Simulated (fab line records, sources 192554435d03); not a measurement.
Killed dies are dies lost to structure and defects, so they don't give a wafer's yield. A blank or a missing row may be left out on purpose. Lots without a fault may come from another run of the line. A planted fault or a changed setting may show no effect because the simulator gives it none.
Split-lot experiment | flow n5_finfet | 7 lots, 21 wafers read, on a route of 1938 steps

THE SPLIT
At N5_BEOL_M5_VIA_ETCH_34 (etches SiCOH lowk in C4F6/O2, target depth 88.3 nm, time 39.2 s), the setting bias_w was moved away from the recipe's 185 W on 7 of the 21 wafers read, by -14.3% to +16.3%. The other wafers ran this setting at the recipe's value.

The reading is taken at the split's own step.

THE READING
rf_vpp_V, in V, at N5_BEOL_M5_VIA_ETCH_34 (etches SiCOH lowk in C4F6/O2, target depth 88.3 nm, time 39.2 s). Fault-free wafers of this fab line usually give 663 V, standard deviation 12 V.

wafer  | tool, chamber at the split | bias_w as run, W | against the recipe | rf_vpp_V, V | against lot-mates on the recipe
L074.2 | rie_diel-03, 3             | 185              | recipe             | 684         | -
L074.3 | rie_diel-03, 1             | 185              | recipe             | 644         | -
L074.5 | rie_diel-03, 3             | 185              | recipe             | 683         | -
L076.1 | rie_diel-03, 1             | 185              | recipe             | 642         | -
L076.4 | rie_diel-03, 2             | 166.9            | -9.8%              | 631         | -11
L076.6 | rie_diel-03, 1             | 185              | recipe             | 642         | -
L077.1 | rie_diel-02, 0             | 185              | recipe             | 664         | -
L077.3 | rie_diel-02, 2             | 199.4            | +7.8%              | 701         | +36
L077.5 | rie_diel-02, 3             | 185              | recipe             | 666         | -
L082.2 | rie_diel-02, 1             | 185              | recipe             | 667         | -
L082.3 | rie_diel-02, 0             | 185              | recipe             | 662         | -
L082.6 | rie_diel-02, 0             | 208.6            | +12.8%             | 731         | +66
L086.1 | rie_diel-02, 2             | 185              | recipe             | 663         | -
L086.2 | rie_diel-02, 0             | 215.2            | +16.3%             | 747         | +84
L086.5 | rie_diel-02, 0             | 215.2            | +16.3%             | 747         | +84
L091.1 | rie_diel-02, 3             | 185              | recipe             | 666         | -
L091.2 | rie_diel-02, 0             | 185              | recipe             | 663         | -
L091.6 | rie_diel-02, 1             | 185              | recipe             | 666         | -
L097.1 | rie_diel-02, 1             | 158.6            | -14.3%             | 590         | -73
L097.4 | rie_diel-02, 2             | 158.6            | -14.3%             | 585         | -78
L097.5 | rie_diel-02, 3             | 185              | recipe             | 663         | -

THE FIT
A straight line over all 21 wafers: rf_vpp_V changes by +5.06 V for each +1% of bias_w; r = +0.96; the points scatter about the line by 11 V.
The same after taking each lot's own level away (the mean of its wafers on the recipe; 21 wafers): +4.85 V for each +1%; r = +0.96; scatter 11 V.
On that fit, the largest move of bias_w shifts the reading by 79 V.
The lots' own levels span 642.0 to 670.3 V, that is 2.4 times the standard deviation above.
So the lot-to-lot level changes the slope little: the two slopes agree.
Check: with one of the wafers moved furthest among these (+16.3%) left out of the fit, the line predicts +79.9 V for it against its lot-mates. It came out at +84 V against them.
Tool readings at the split's step, against how far the setting was moved: rf_vpp_V r = +0.96.

OTHER SPLITS ON THESE WAFERS
These wafers also went through other splits before the reading. Each is held against what the fit with the lots' levels taken away leaves over:
other split on the same wafers | wafers away from the commonest value | r with rf_vpp_V (lot level and that fit taken away)
N5_BEOL_M5_ETCH_68 bias_w      | 5                                    | +0.24

THE FILE'S OWN FIT
rf_vpp_V changes by +4.67 V for each +1% of bias_w, r = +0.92.
